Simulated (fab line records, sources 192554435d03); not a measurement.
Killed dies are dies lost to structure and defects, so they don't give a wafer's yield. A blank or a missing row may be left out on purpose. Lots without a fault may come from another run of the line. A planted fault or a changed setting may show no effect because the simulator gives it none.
Chamber matching | flow n5_finfet | N5_BEOL_M10_CMP_52 on cmp-04: 4 sister chambers
The step polishes, stops on SiCOH lowk, t overpolish 7 s, target thk 140 nm. 8 wafers are shown with their chamber, then 8 later ones without.

WAFERS WITH THEIR CHAMBER
wafer  | chamber | motor_current_A (A) | time_to_endpoint_s (s)
L085.5 | 0       | 5.1                 | 65
L089.1 | 0       | 5.3                 | 64
L089.4 | 1       | 6.3                 | 72
L090.3 | 1       | 6.4                 | 71
L091.1 | 2       | 6.3                 | 69
L091.4 | 3       | 6.4                 | 66
L091.5 | 3       | 6.9                 | 66
L097.1 | 2       | 6.2                 | 72

WAFERS WITHOUT THEIR CHAMBER
wafer  | motor_current_A (A) | time_to_endpoint_s (s)
L097.2 | 5.1                 | 66
L097.3 | 6.5                 | 74
L096.1 | 6.4                 | 70
L096.4 | 5.3                 | 66
L096.6 | 6.9                 | 70
L095.3 | 6.7                 | 73
L095.5 | 6.7                 | 68
L095.6 | 6.5                 | 74

WHICH CHAMBER EACH WENT THROUGH
wafer  | from the rows above          | in truth
L097.2 | 0                            | 0
L097.3 | can't be placed: 1 or 2      | 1
L096.1 | can't be placed: 2 or 1      | 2
L096.4 | 0                            | 0
L096.6 | can't be placed: 1 or 2 or 3 | 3
L095.3 | can't be placed: 1 or 2      | 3
L095.5 | can't be placed: 3 or 2 or 1 | 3
L095.6 | can't be placed: 1 or 2      | 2
Placed correctly: 2 of 8. Can't be placed from these rows: 6 (the true chamber is among the candidates in 5). Placed wrongly: 0.
How it was worked out, from the rows above alone: a wafer's distance from a chamber is the root of the sum, over the readings, of the square of ((its reading less the chamber's mean) divided by the reading's scatter). The wafer belongs to the nearest chamber; if the next one is less than 2 further off, it can't be placed. A chamber's mean is the mean of its shown wafers. The scatter: the root of (the sum of the squares of (reading less its chamber's mean) over the shown wafers, divided by (wafers less chambers)).
